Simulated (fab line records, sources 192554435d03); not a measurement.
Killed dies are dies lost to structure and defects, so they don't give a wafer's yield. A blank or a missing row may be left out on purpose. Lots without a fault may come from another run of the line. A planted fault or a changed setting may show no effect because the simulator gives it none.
fab line records | flow n5_finfet
record lots=24 wafers=72 last_day=19
route steps=1938 shown ZERO_LAYER@16 WELL_APT@46 PMOS_HMC_CHANNEL_EPI@67 FIN_SAQP@100
lots that met no fault: from a run of the same line without faults
start_h: hours from the record's first day to the start of the lot's first wafer shown | wait_h: hours since the lot's step before | " the same as in the row above | L1.1+2: a row that stands for several wafers | - no value, or no start given | * or withheld: withheld | < > ~ a bound
route shown NAME@n: a module of which the file shows steps, and the number in the route of the first | usual: mean/standard deviation of fault-free wafers | same: alike in all rows | chamber/n: place in a boat | sites: the reading at each site | _std_site: their standard deviation | _edge_site: outer sites' mean less inner sites' | radius_mm: how far each site lies from the wafer's centre | mask NAME#n: copy n | behind: the tool/chamber that last shaped the wafer | hold: why the lot was held/for how many hours/how that ended | device: the transistor (n, p or np) that didn't switch | end of line: the same wafers' tests at the end of the route | a step without rows: its recipe alone | killed: dies lost to structure and defects at the first sort, not the wafer's yield | map: a wafer's dies, x killed, . not, _ none there
set.NAME: the setting as run; set.NAME@STEP: as run at that earlier step | model.NAME: the simulator's own value behind a step, which no gauge read
steps of the route over a sample of lots; a table a step, a row a wafer
services: from which hour (start_h, from the record's first day; less than 0 if before it) a tool's chamber was out of use, for how many hours, and why
## steps
# step N5_ZERO_LAYER_ETCH_18
# recipe chemistry=HBr/Cl2 target=Si target_depth_a=1200 time_s=40 pressure_mtorr=10 icp_w=800 bias_w=75 HBr_flow_sccm=150 Cl2_flow_sccm=80
# usual HBr_flow_sccm=150.0/0.43 drypump_motor_current_A=6.0/0.37 mfc_cl2_sccm=80.01/0.25 oes_product_au=1.000/0.015 throttle_valve_pct=36.34/0.3
# columns lot.wafer tool chamber start_h wait_h HBr_flow_sccm drypump_motor_current_A mfc_cl2_sccm oes_product_au rf_hours_counter_h throttle_valve_pct
L074.2 rie_si-05 3 12.79 0.0 149.7 6.5 79.69 1.019 195 36.31
L074.3 " 2 " " 150.6 6.5 80.24 1.003 107 35.88
L074.6 " 1 " " 150.1 5.7 80.27 1.021 - 36.10
L075.1 rie_si-01 1 19.20 0.0 150.0 5.9 80.34 0.983 25 36.74
L075.2 " 2 " " 150.3 5.8 80.28 0.981 89 36.04
L075.5 " 2 " " 149.8 5.8 80.30 0.991 - 36.04
L076.2 rie_si-01 1 24.96 0.0 150.3 5.9 80.20 0.988 25 36.76
L076.5 " 3 " " 149.9 6.1 80.24 0.986 - 36.56
L076.6 " 2 " " 150.1 5.8 80.17 0.980 - 36.01
L077.1 rie_si-04 3 31.14 0.0 149.5 6.0 80.41 0.994 174 36.10
L077.5 " 2 " " 150.8 5.5 79.96 1.016 - 36.17
L077.6 " 3 " " 149.6 6.0 80.59 0.996 - 36.11
L078.1 rie_si-04 2 37.08 0.0 149.9 5.5 80.08 1.015 17 36.18
L078.3 " 0 " " 150.0 5.8 79.73 0.999 3 36.49
L078.6 " 2 " " 150.1 5.5 80.05 1.016 - 36.17
L079.3 rie_si-05 3 42.84 0.0 150.4 6.5 79.89 1.011 196 36.29
L079.4 " 0 " " 149.9 6.7 79.86 1.009 43 36.98
L079.6 " 3 " " 150.4 6.5 79.96 1.013 - 36.29
L080.3 rie_si-01 1 48.94 0.0 150.4 5.9 80.29 0.993 25 36.73
L080.4 " 2 " " 150.0 5.8 79.36 0.979 90 36.04
L080.5 " 3 " " 150.5 6.1 79.86 0.983 - 36.57
L081.2 rie_si-05 0 54.91 0.0 149.7 6.6 79.98 0.995 43 36.97
L081.4 " 2 " " 149.2 6.5 80.05 1.007 108 35.90
L081.5 " 3 " " 149.8 6.5 80.16 1.011 - 36.28
L082.1 rie_si-04 0 61.20 0.0 150.5 5.8 79.76 0.989 4 36.50
L082.2 " 1 " " 150.0 5.7 80.29 0.990 77 36.50
L082.5 " 1 " " 149.0 5.7 80.10 0.987 - 36.51
L083.3 rie_si-05 2 66.92 0.0 149.8 6.5 79.33 1.014 108 35.89
L083.5 " 3 " " 150.9 6.6 80.37 1.002 - 36.28
L083.6 " 2 " " 150.1 6.5 79.81 1.010 - 35.88
L084.2 rie_si-05 3 72.80 0.0 149.5 6.5 80.24 1.008 197 36.29
L084.4 " 1 " " 150.2 5.7 80.09 1.017 59 36.10
L084.6 " 1 " " 150.5 5.8 79.81 1.031 - 36.12
L085.3 rie_si-05 0 78.80 0.1 149.3 6.6 80.13 0.998 43 36.98
L085.4 " 2 " " 149.4 6.5 80.15 1.013 108 35.88
L085.5 " 3 " " 149.8 6.5 80.38 1.010 - 36.28
L086.3 rie_si-01 2 84.91 0.0 151.0 5.8 79.77 0.982 91 36.02
L086.4 " 0 " " 150.3 5.5 79.94 1.011 30 36.24
L086.6 " 3 " " 150.6 6.1 80.02 0.981 - 36.53
L087.1 rie_si-04 0 90.79 0.0 149.8 5.8 79.75 0.986 5 36.49
L087.2 " 3 " " 151.0 6.0 79.86 0.986 175 36.09
L087.3 " 2 " " 149.6 5.6 80.13 1.019 18 36.16
L088.1 rie_si-01 3 96.79 0.0 150.2 6.1 80.09 0.991 170 36.55
L088.4 " 0 " " 150.1 5.5 79.64 1.013 30 36.23
L088.6 " 3 " " 150.6 6.1 79.76 0.979 - 36.55
L089.1 rie_si-04 2 103.08 0.0 149.3 5.6 80.08 1.013 19 36.16
L089.2 " 3 " " 150.0 6.0 80.19 0.995 175 36.12
L089.3 " 1 " " 149.4 5.8 80.08 0.978 77 36.50
L090.3 rie_si-01 2 108.92 0.0 150.0 5.8 79.86 0.979 91 36.03
L090.4 " 3 " " 149.9 6.1 79.74 0.975 170 36.55
L090.6 " 3 " " 150.1 6.1 79.90 0.986 - 36.55
L091.2 rie_si-05 3 114.91 0.0 150.3 6.5 80.07 1.007 197 36.28
L091.4 " 2 " " 149.7 6.5 80.31 1.018 109 35.86
L091.6 " 2 " " 149.3 6.5 80.02 1.012 - 35.90
L092.4 rie_si-01 1 120.91 0.0 150.0 5.9 80.33 1.000 26 36.73
L092.5 " 2 " " 150.4 5.8 79.68 0.978 - 36.04
L092.6 " 3 " " 150.0 6.1 79.96 0.981 - 36.56
L093.1 rie_si-01 2 126.79 0.0 149.7 5.8 79.89 0.980 92 36.03
L093.5 " 3 " " 149.9 6.1 80.27 0.983 - 36.56
L093.6 " 0 " " 150.2 5.5 80.08 1.009 - 36.23
L094.2 rie_si-04 1 132.80 0.1 149.7 5.8 79.81 0.985 78 36.52
L094.3 " 2 " " 150.3 5.5 80.02 1.020 19 36.17
L094.6 " 1 " " 150.0 5.8 80.06 0.980 - 36.51
L095.2 rie_si-04 1 138.79 0.0 150.2 5.8 79.97 0.989 78 36.51
L095.3 " 3 " " 149.7 6.0 79.43 0.988 176 36.11
L095.4 " 2 " " 149.3 5.5 79.92 1.018 19 36.17
L096.1 rie_si-05 3 144.79 0.0 150.0 6.5 79.52 1.006 0 36.59
L096.3 " 2 " " 150.9 6.5 79.84 1.017 109 35.88
L096.5 " 2 " " 150.5 6.5 79.84 1.018 - 35.89
L097.1 rie_si-04 0 150.91 0.0 149.6 5.8 80.48 0.997 6 36.52
L097.2 " 3 " " 150.4 6.0 80.45 0.985 176 36.10
L097.3 " 2 " " 150.1 5.6 79.69 1.018 20 36.15
# step N5_WELL_APT_DESCUM_30
# recipe chemistry=O2 time_s=7.9 source_power_w=50 bias_power_w=20 pressure_mtorr=20 rf_frequency_hz=2.712e+07 temp_c=40 o2_flow_sccm=225
# usual drypump_motor_current_A=5.6/0.5 oes_product_au=0.79/0.069 rf_vpp_V=243.3/1.4 showerhead_plenum_p_Torr=2.11/0.074 throttle_valve_pct=20.38/0.25
# columns lot.wafer tool chamber start_h wait_h drypump_motor_current_A oes_product_au rf_hours_counter_h rf_vpp_V showerhead_plenum_p_Torr throttle_valve_pct
L074.2 rie_diel-04 3 15.18 0.0 5.7 0.82 96 243.0 2.02 20.50
L074.3 " 2 " " 5.8 0.87 33 242.7 2.14 20.49
L074.6 " 1 " " 5.9 0.77 - 245.1 2.18 20.06
L075.1 rie_diel-04 3 21.37 0.1 5.8 0.83 97 241.7 2.02 20.49
L075.2 " 0 " " 4.8 0.93 19 242.3 2.13 20.05
L075.5 " 1 " " 5.9 0.77 - 243.4 2.18 20.06
L076.2 rie_diel-05 0 26.96 0.0 6.5 0.81 111 242.5 2.01 20.28
L076.5 " 3 " " 5.6 0.73 - 244.7 2.17 20.71
L076.6 " 0 " " 6.4 0.81 - 240.3 2.01 20.28
L077.1 rie_diel-04 1 33.25 0.0 5.9 0.77 128 243.7 2.18 20.06
L077.5 " 3 " " 5.8 0.82 - 243.1 2.02 20.50
L077.6 " 0 " " 4.8 0.91 - 245.3 2.12 20.05
L078.1 rie_diel-04 2 39.36 0.0 5.8 0.86 41 245.1 2.14 20.50
L078.3 " 3 " " 5.7 0.82 103 241.3 2.02 20.49
L078.6 " 1 " " 5.9 0.77 - 244.2 2.18 20.06
L079.3 rie_diel-05 0 45.30 0.4 6.5 0.79 117 241.6 2.01 20.28
L079.4 " 1 " " 5.2 0.72 198 244.7 2.18 20.82
L079.6 " 0 " " 6.4 0.79 - 240.9 2.01 20.28
L080.3 rie_diel-04 0 51.04 0.0 4.7 0.89 29 243.7 2.12 20.07
L080.4 " 3 " " 5.8 0.81 107 241.4 2.01 20.51
L080.5 " 0 " " 4.7 0.90 - 244.3 2.12 20.06
L081.2 rie_diel-05 2 57.20 0.0 5.2 0.69 245 241.5 1.96 20.27
L081.4 " 1 " " 5.1 0.73 202 245.1 2.18 20.82
L081.5 " 3 " " 5.5 0.72 - 245.6 2.17 20.72
L082.1 rie_diel-04 2 63.36 0.0 5.8 0.85 48 242.8 2.14 20.51
L082.2 " 1 " " 5.9 0.76 138 243.4 2.17 20.08
L082.5 " 0 " " 4.7 0.90 - 243.0 2.12 20.07
L083.3 rie_diel-06 1 69.14 0.2 5.8 0.80 102 241.3 2.03 20.43
L083.5 " 1 " " 5.8 0.80 - 242.2 2.03 20.43
L083.6 " 2 " " 5.0 0.71 - 242.3 2.09 20.13
L084.2 rie_diel-06 3 74.78 0.0 6.0 0.82 83 246.1 2.23 20.64
L084.4 " 3 " " 6.0 0.83 - 243.4 2.23 20.66
L084.6 " 1 " " 5.8 0.80 - 241.9 2.03 20.44
L085.3 rie_diel-04 0 81.13 0.0 4.8 0.88 41 243.8 2.12 20.08
L085.4 " 3 " " 5.8 0.81 118 241.1 2.01 20.54
L085.5 " 2 " " 5.8 0.84 - 245.0 2.13 20.52
L086.3 rie_diel-04 1 87.23 0.0 5.9 0.75 145 244.1 2.17 20.09
L086.4 " 0 " " 4.7 0.87 44 244.4 2.12 20.11
L086.6 " 0 " " 4.7 0.89 - 242.2 2.12 20.10
L087.1 rie_diel-06 2 92.93 0.0 5.0 0.70 209 242.8 2.09 20.16
L087.2 " 1 " " 5.8 0.79 113 242.0 2.02 20.43
L087.3 " 3 " " 6.0 0.81 92 244.3 2.23 20.67
L088.1 rie_diel-05 1 99.06 0.2 5.2 0.72 218 245.3 2.17 20.85
L088.4 " 0 " " 6.4 0.77 - 243.2 2.01 20.30
L088.6 " 3 " " 5.5 0.70 - 244.9 2.17 20.75
L089.1 rie_diel-06 3 105.76 0.6 6.0 0.81 96 245.2 2.23 20.66
L089.2 " 2 " " 5.0 0.69 213 243.3 2.08 20.17
L089.3 " 1 " " 5.8 0.78 117 242.5 2.02 20.45
L090.3 rie_diel-05 1 111.30 0.3 5.1 0.73 224 244.1 2.17 20.87
L090.4 " 1 " " 5.2 0.72 - 244.8 2.17 20.84
L090.6 " 0 " " 6.5 0.77 - 241.1 2.00 20.33
L091.2 rie_diel-04 3 118.02 0.6 5.7 0.78 133 241.6 2.01 20.55
L091.4 " 1 " " 5.9 0.74 153 245.5 2.17 20.10
L091.6 " 0 " " 4.8 0.86 - 243.3 2.11 20.12
L092.4 rie_diel-06 0 123.03 0.0 5.8 0.97 9 245.3 2.22 20.29
L092.5 " 2 " " 4.9 0.69 - 242.2 2.08 20.18
L092.6 " 1 " " 5.8 0.79 - 242.5 2.02 20.46
L093.1 rie_diel-04 2 128.77 0.0 5.8 0.81 73 242.8 2.13 20.54
L093.5 " 2 " " 5.8 0.82 - 243.7 2.13 20.55
L093.6 " 3 " " 5.8 0.78 - 242.1 2.01 20.55
L094.2 rie_diel-05 2 134.77 0.0 5.2 0.98 3 246.5 2.22 19.93
L094.3 " 1 " " 5.2 0.70 235 243.6 2.17 20.87
L094.6 " 0 " " 6.4 0.75 - 240.4 2.00 20.33
L095.2 rie_diel-06 1 140.81 0.0 5.8 0.79 130 241.3 2.02 20.48
L095.3 " 3 " " 6.0 0.80 108 245.0 2.22 20.69
L095.4 " 0 " " 5.8 0.96 15 244.3 2.22 20.29
L096.1 rie_diel-04 2 147.28 0.3 5.8 0.81 79 244.2 2.13 20.56
L096.3 " 3 " " 5.8 0.78 143 241.3 2.00 20.56
L096.5 " 0 " " 4.7 0.84 - 243.6 2.11 20.10
L097.1 rie_diel-04 0 154.28 0.0 4.8 0.85 68 242.9 2.11 20.11
L097.2 " 1 " " 5.9 0.74 165 244.1 2.16 20.14
L097.3 " 2 " " 5.8 0.81 81 244.4 2.12 20.56
# step N5_PMOS_HMC_CHANNEL_EPI_INSPECT_11
# recipe mode=adi inspect_instrument=macro
# usual raw_defect_count=2.1/1.6
# columns lot.wafer tool chamber start_h wait_h raw_defect_count
L074.2 defect_inspect-02 - 17.65 0.0 2
L074.3 " - " " 0
L074.6 " - " " 3
L075.1 defect_inspect-01 - 23.93 0.0 3
L075.2 " - " " 1
L075.5 " - " " 0
L076.2 defect_inspect-02 - 29.63 0.0 7
L076.5 " - " " 3
L076.6 " - " " 0
L077.1 defect_inspect-01 - 36.01 0.0 0
L077.5 " - " " 2
L077.6 " - " " 1
L078.1 defect_inspect-01 - 41.58 0.0 1
L078.3 " - " " 3
L078.6 " - " " 2
L079.3 defect_inspect-02 - 48.34 0.0 0
L079.4 " - " " 1
L079.6 " - " " 2
L080.3 defect_inspect-01 - 53.64 0.0 1
L080.4 " - " " 2
L080.5 " - " " 2
L081.2 defect_inspect-01 - 59.59 0.0 2
L081.4 " - " " 4
L081.5 " - " " 3
L082.1 defect_inspect-01 - 65.54 0.0 2
L082.2 " - " " 1
L082.5 " - " " 0
L083.3 defect_inspect-01 - 71.29 0.0 4
L083.5 " - " " 2
L083.6 " - " " 4
L084.2 defect_inspect-01 - 76.97 0.0 0
L084.4 " - " " 2
L084.6 " - " " 1
L085.3 defect_inspect-01 - 83.14 0.0 5
L085.4 " - " " 1
L085.5 " - " " 3
L086.3 defect_inspect-02 - 89.25 0.0 1
L086.4 " - " " 1
L086.6 " - " " 2
L087.1 defect_inspect-02 - 95.08 0.0 1
L087.2 " - " " 3
L087.3 " - " " 4
L088.1 defect_inspect-01 - 101.07 0.0 2
L088.4 " - " " 0
L088.6 " - " " 3
L089.1 defect_inspect-01 - 107.89 0.0 3
L089.2 " - " " 2
L089.3 " - " " 2
L090.3 defect_inspect-02 - 113.57 0.0 1
L090.4 " - " " 5
L090.6 " - " " 0
L091.2 defect_inspect-01 - 120.16 0.0 1
L091.4 " - " " 2
L091.6 " - " " 2
L092.4 defect_inspect-02 - 125.18 0.0 1
L092.5 " - " " 2
L092.6 " - " " 2
L093.1 defect_inspect-01 - 131.38 0.0 5
L093.5 " - " " 1
L093.6 " - " " 1
L094.2 defect_inspect-02 - 136.92 0.0 1
L094.3 " - " " 2
L094.6 " - " " 5
L095.2 defect_inspect-01 - 143.04 0.0 4
L095.3 " - " " 4
L095.4 " - " " 0
L096.1 defect_inspect-02 - 149.89 0.0 5
L096.3 " - " " 3
L096.5 " - " " 2
L097.1 defect_inspect-02 - 156.56 0.0 1
L097.2 " - " " 0
L097.3 " - " " 1
# step N5_PMOS_HMC_CHANNEL_EPI_HM_OPEN_15
# recipe chemistry=CHF3/O2 target=SiO2 mask_material=CAR-ArF-block target_depth_a=406 CHF3_flow_sccm=50 O2_flow_sccm=5 Ar_flow_sccm=200 time_s=20.3 pressure_mtorr=30 source_w=650 bias_w=170 ion_energy_ev=200
# usual drypump_motor_current_A=5.9/0.53 oes_product_au=0.75/0.079 rf_vpp_V=519/7.7 showerhead_plenum_p_Torr=2.41/0.065 throttle_valve_pct=18.96/0.28
# columns lot.wafer tool chamber start_h wait_h drypump_motor_current_A oes_product_au rf_hours_counter_h rf_vpp_V showerhead_plenum_p_Torr throttle_valve_pct
L074.2 rie_diel-01 0 17.92 0.0 6.5 0.90 46 514 2.44 18.51
L074.3 " 2 " " 5.7 0.67 248 527 2.47 19.07
L074.6 " 0 " " 6.5 0.89 - 518 2.44 18.52
L075.1 rie_diel-02 0 24.04 0.0 5.6 0.69 227 514 2.39 19.06
L075.2 " 1 " " 5.2 0.74 168 511 2.33 19.28
L075.5 " 3 " " 6.2 0.72 - 531 2.32 19.00
L076.2 rie_diel-01 3 29.74 0.0 5.4 0.71 204 536 2.39 18.83
L076.5 " 2 " " 5.7 0.66 - 526 2.47 19.08
L076.6 " 3 " " 5.4 0.71 - 537 2.39 18.83
L077.1 rie_diel-02 1 36.12 0.0 5.2 0.73 171 508 2.33 19.29
L077.5 " 3 " " 6.2 0.72 - 531 2.32 19.01
L077.6 " 0 " " 5.6 0.68 - 514 2.39 19.06
L078.1 rie_diel-03 0 41.81 0.0 4.9 0.83 95 523 2.43 18.57
L078.3 " 1 " " 6.0 0.76 131 513 2.51 19.27
L078.6 " 1 " " 6.0 0.76 - 514 2.51 19.28
L079.3 rie_diel-02 1 48.45 0.0 5.2 0.74 174 509 2.33 19.27
L079.4 " 0 " " 5.6 0.69 233 514 2.39 19.08
L079.6 " 2 " " 6.4 0.70 - 521 2.38 19.22
L080.3 rie_diel-03 3 53.75 0.0 6.7 0.69 233 516 2.49 18.95
L080.4 " 1 " " 6.0 0.76 134 514 2.51 19.27
L080.5 " 1 " " 6.1 0.76 - 514 2.51 19.27
L081.2 rie_diel-03 2 59.70 0.0 5.7 0.78 107 514 2.43 18.71
L081.4 " 1 " " 6.0 0.76 135 513 2.51 19.28
L081.5 " 1 " " 6.1 0.75 - 513 2.51 19.27
L082.1 rie_diel-02 3 65.65 0.0 6.2 0.72 181 531 2.32 19.01
L082.2 " 1 " " 5.2 0.73 178 509 2.33 19.30
L082.5 " 1 " " 5.2 0.74 - 509 2.33 19.28
L083.3 rie_diel-03 3 71.45 0.0 6.7 0.68 239 516 2.48 18.97
L083.5 " 3 " " 6.6 0.69 - 516 2.48 18.96
L083.6 " 2 " " 5.7 0.77 - 515 2.43 18.72
L084.2 rie_diel-01 2 77.08 0.0 5.7 0.95 4 525 2.46 18.68
L084.4 " 2 " " 5.7 0.95 - 525 2.46 18.68
L084.6 " 0 " " 6.4 0.86 - 516 2.43 18.54
L085.3 rie_diel-01 0 83.25 0.0 6.4 0.85 70 516 2.43 18.55
L085.4 " 3 " " 5.4 0.70 - 536 2.38 18.85
L085.5 " 2 " " 5.7 0.94 - 527 2.46 18.69
L086.3 rie_diel-03 0 89.37 0.0 4.9 0.80 108 524 2.43 18.58
L086.4 " 3 " " 6.6 0.67 244 517 2.48 18.96
L086.6 " 3 " " 6.6 0.68 - 516 2.48 18.97
L087.1 rie_diel-02 0 95.21 0.0 5.6 0.67 247 513 2.38 19.09
L087.2 " 2 " " 6.4 0.69 230 520 2.37 19.26
L087.3 " 3 " " 6.2 0.71 192 531 2.31 19.04
L088.1 rie_diel-03 3 101.18 0.0 6.6 0.67 248 516 2.48 18.98
L088.4 " 2 " " 5.8 0.76 119 516 2.43 18.71
L088.6 " 2 " " 5.8 0.77 - 515 2.43 18.74
L089.1 rie_diel-03 2 108.00 0.0 5.8 0.77 122 516 2.43 18.72
L089.2 " 3 " " 6.6 0.68 250 517 2.48 18.98
L089.3 " 1 " " 6.0 0.74 149 515 2.50 19.30
L090.3 rie_diel-02 1 113.68 0.0 5.2 0.71 195 510 2.32 19.31
L090.4 " 3 " " 6.2 0.69 - 532 2.31 19.04
L090.6 " 2 " " 6.4 0.68 - 520 2.37 19.25
L091.2 rie_diel-02 2 120.27 0.0 6.4 0.69 239 520 2.37 19.27
L091.4 " 1 " " 5.2 0.71 - 510 2.32 19.33
L091.6 " 3 " " 6.2 0.70 - 531 2.31 19.04
L092.4 rie_diel-02 2 125.71 0.0 6.4 0.67 - 521 2.37 19.26
L092.5 " 1 " " 5.2 0.71 - 508 2.32 19.33
L092.6 " 3 " " 6.2 0.70 - 530 2.31 19.04
L093.1 rie_diel-02 1 131.50 0.0 5.2 0.71 202 509 2.32 19.30
L093.5 " 3 " " 6.2 0.70 - 531 2.31 19.05
L093.6 " 0 " " 5.6 0.99 - 513 2.38 18.73
L094.2 rie_diel-03 1 137.03 0.0 6.0 0.74 158 514 2.50 19.32
L094.3 " 2 " " 5.7 0.75 131 516 2.43 18.76
L094.6 " 1 " " 6.0 0.74 - 513 2.50 19.31
L095.2 rie_diel-02 3 143.15 0.0 6.2 0.70 209 530 2.31 19.06
L095.3 " 2 " " 6.4 0.67 247 520 2.37 19.27
L095.4 " 0 " " 5.6 0.97 5 514 2.38 18.74
L096.1 rie_diel-03 2 150.00 0.0 5.7 0.75 136 516 2.42 18.76
L096.3 " 0 " " 4.9 0.78 127 522 2.42 18.63
L096.5 " 1 " " 6.0 0.74 - 513 2.50 19.34
L097.1 rie_diel-01 0 157.40 0.0 6.5 0.83 94 514 2.42 18.58
L097.2 " 2 " " 5.7 0.87 31 526 2.45 18.74
L097.3 " 3 " " 5.4 0.69 247 536 2.38 18.91
# step N5_FIN_SAQP_PECVD_06
# recipe material=a-Si target_thk_a=600 temp_c=400 precursor=SiH4/He pressure_torr=3 rf_w=100 time_s=48.1
# usual heater_power_w=886/100 showerhead_plenum_p_Torr=5.68/0.056 throttle_valve_pct=18.3/0.88
# columns lot.wafer tool chamber start_h wait_h heater_power_w showerhead_plenum_p_Torr throttle_valve_pct
L074.2 pecvd-01 1 21.81 0.0 894 5.72 18.1
L074.3 " 2 " " 803 5.71 17.3
L074.6 " 2 " " 661 5.71 17.6
L075.1 pecvd-01 0 28.54 0.0 947 5.61 18.5
L075.2 " 1 " " 932 5.71 17.9
L075.5 " 0 " " 970 5.62 18.2
L076.2 pecvd-04 0 33.74 0.0 953 5.56 20.2
L076.5 " 1 " " 942 5.74 19.0
L076.6 " 0 " " 955 5.57 20.5
L077.1 pecvd-03 1 39.67 0.0 908 5.70 17.6
L077.5 " 1 " " 916 5.70 17.5
L077.6 " 0 " " 688 5.70 17.8
L078.1 pecvd-01 0 45.85 0.0 902 5.61 18.6
L078.3 " 1 " " 889 5.72 17.8
L078.6 " 2 " " 796 5.71 17.4
L079.3 pecvd-01 0 53.15 0.0 857 5.60 18.5
L079.4 " 1 " " 977 5.71 18.0
L079.6 " 0 " " 865 5.61 18.5
L080.3 pecvd-01 1 57.27 0.0 862 5.70 18.2
L080.4 " 0 " " 834 5.59 18.3
L080.5 " 1 " " 862 5.72 18.3
L081.2 pecvd-04 0 63.61 0.0 1088 5.57 20.3
L081.4 " 2 " " 945 5.70 17.3
L081.5 " 0 " " 1091 5.55 20.3
L082.1 pecvd-04 2 69.08 0.0 943 5.69 17.7
L082.2 " 1 " " 890 5.73 19.0
L082.5 " 0 " " 1104 5.58 20.1
L083.3 pecvd-04 2 75.51 0.0 816 5.70 17.5
L083.5 " 2 " " 798 5.71 17.5
L083.6 " 0 " " 1042 5.56 20.3
L084.2 pecvd-01 1 80.48 0.0 950 5.72 18.2
L084.4 " 2 " " 770 5.71 17.5
L084.6 " 0 " " 899 5.62 18.7
L085.3 pecvd-01 0 86.71 0.0 901 5.60 18.5
L085.4 " 1 " " 958 5.72 17.9
L085.5 " 2 " " 789 5.71 17.5
L086.3 pecvd-01 0 92.78 0.0 987 5.60 18.7
L086.4 " 1 " " 969 5.72 18.4
L086.6 " 2 " " 772 5.70 17.6
L087.1 pecvd-01 0 98.64 0.0 950 5.61 18.4
L087.2 " 1 " " 907 5.72 18.1
L087.3 " 2 " " 791 5.71 17.6
L088.1 pecvd-04 0 104.61 0.0 1113 5.56 20.1
L088.4 " 1 " " 880 5.73 19.0
L088.6 " 0 " " 1124 5.58 20.3
L089.1 pecvd-03 1 111.54 0.0 863 5.71 17.6
L089.2 " 0 " " 671 5.71 17.8
L089.3 " 2 " " 790 5.73 18.4
L090.3 pecvd-04 0 117.87 0.0 1052 5.57 20.3
L090.4 " 0 " " 1024 5.56 20.5
L090.6 " 1 " " 984 5.75 19.0
L091.2 pecvd-03 0 123.85 0.0 658 5.69 17.7
L091.4 " 2 " " 830 5.73 18.7
L091.6 " 0 " " 645 5.70 17.8
L092.4 pecvd-03 0 129.56 0.0 705 5.70 17.8
L092.5 " 1 " " 793 5.70 17.7
L092.6 " 2 " " 836 5.73 18.4
L093.1 pecvd-04 0 135.42 0.0 1021 5.57 20.3
L093.5 " 0 " " 1011 5.56 19.9
L093.6 " 2 " " 942 5.71 17.6
L094.2 pecvd-04 1 140.84 0.0 967 5.74 19.0
L094.3 " 0 " " 959 5.56 20.1
L094.6 " 2 " " 964 5.72 17.6
L095.2 pecvd-03 0 146.86 0.0 717 5.69 17.7
L095.3 " 1 " " 919 5.70 17.7
L095.4 " 0 " " 755 5.70 17.7
L096.1 pecvd-03 0 153.82 0.0 627 5.70 18.0
L096.3 " 2 " " 820 5.72 18.5
L096.5 " 2 " " 825 5.73 18.4
L097.1 pecvd-04 2 161.08 0.0 941 5.70 17.7
L097.2 " 1 " " 951 5.74 19.4
L097.3 " 2 " " 960 5.70 17.7
# step N5_FIN_SAQP_INSPECT_18
# recipe mode=adi inspect_instrument=brightfield
# usual raw_defect_count=433/130
# columns lot.wafer tool chamber start_h wait_h raw_defect_count
L074.2 defect_inspect-02 - 22.47 0.0 403
L074.3 " - " " 310
L074.6 " - " " 378
L075.1 defect_inspect-01 - 29.05 0.0 354
L075.2 " - " " 498
L075.5 " - " " 391
L076.2 defect_inspect-01 - 34.38 0.0 560
L076.5 " - " " 393
L076.6 " - " " 461
L077.1 defect_inspect-02 - 40.30 0.0 327
L077.5 " - " " 489
L077.6 " - " " 462
L078.1 defect_inspect-02 - 46.49 0.0 637
L078.3 " - " " 295
L078.6 " - " " 267
L079.3 defect_inspect-01 - 53.79 0.0 403
L079.4 " - " " 346
L079.6 " - " " 243
L080.3 defect_inspect-01 - 57.93 0.0 382
L080.4 " - " " 408
L080.5 " - " " 373
L081.2 defect_inspect-02 - 64.12 0.0 443
L081.4 " - " " 672
L081.5 " - " " 314
L082.1 defect_inspect-01 - 69.60 0.0 361
L082.2 " - " " 357
L082.5 " - " " 289
L083.3 defect_inspect-01 - 76.02 0.0 417
L083.5 " - " " 407
L083.6 " - " " 598
L084.2 defect_inspect-01 - 81.12 0.0 282
L084.4 " - " " 343
L084.6 " - " " 292
L085.3 defect_inspect-01 - 87.35 0.0 702
L085.4 " - " " 493
L085.5 " - " " 350
L086.3 defect_inspect-02 - 93.29 0.0 356
L086.4 " - " " 423
L086.6 " - " " 337
L087.1 defect_inspect-01 - 99.27 0.0 463
L087.2 " - " " 408
L087.3 " - " " 477
L088.1 defect_inspect-02 - 105.25 0.0 525
L088.4 " - " " 596
L088.6 " - " " 330
L089.1 defect_inspect-02 - 112.05 0.0 240
L089.2 " - " " 282
L089.3 " - " " 347
L090.3 defect_inspect-01 - 118.38 0.0 384
L090.4 " - " " 378
L090.6 " - " " 401
L091.2 defect_inspect-02 - 125.40 0.0 500
L091.4 " - " " 419
L091.6 " - " " 745
L092.4 defect_inspect-01 - 130.17 0.0 510
L092.5 " - " " 485
L092.6 " - " " 603
L093.1 defect_inspect-02 - 136.99 0.0 442
L093.5 " - " " 320
L093.6 " - " " 411
L094.2 defect_inspect-01 - 141.47 0.0 343
L094.3 " - " " 350
L094.6 " - " " 246
L095.2 defect_inspect-02 - 147.38 0.0 458
L095.3 " - " " 706
L095.4 " - " " 556
L096.1 defect_inspect-02 - 154.61 0.0 886
L096.3 " - " " 672
L096.5 " - " " 605
L097.1 defect_inspect-02 - 161.75 0.0 419
L097.2 " - " " 396
L097.3 " - " " 412
## services
# columns tool chamber start_h hours kind
pecvd-01 2 3.82 4.6 scheduled_down
rie_si-05 2 4.05 4.9 repair
rie_diel-01 0 13.24 2.6 repair
pecvd-04 - 25.80 2.8 pm
rie_si-04 2 26.88 1.1 repair
rie_diel-02 - 28.76 0.9 repair
rie_diel-05 - 38.45 3.1 repair
rie_diel-04 1 47.31 3.7 repair
rie_diel-03 1 55.48 3.0 repair
rie_diel-04 1 72.66 7.5 repair
rie_diel-01 1 74.60 31.8 repair
rie_diel-05 2 89.97 4.8 repair
rie_diel-02 0 105.21 - clean
rie_diel-02 0 105.21 - consumable_replace:focus_ring
rie_diel-02 0 105.21 21.7 scheduled_down
rie_diel-02 0 105.21 21.7 vent_cycle
rie_diel-04 1 106.99 5.1 repair
rie_diel-03 3 108.72 - clean
rie_si-05 2 118.13 4.7 repair
pecvd-03 0 125.38 3.8 repair
rie_diel-05 0 147.50 7.9 repair
rie_diel-02 2 152.47 - clean
rie_diel-02 2 152.47 - consumable_replace:focus_ring
rie_diel-04 2 158.73 9.8 repair
## key
fault none
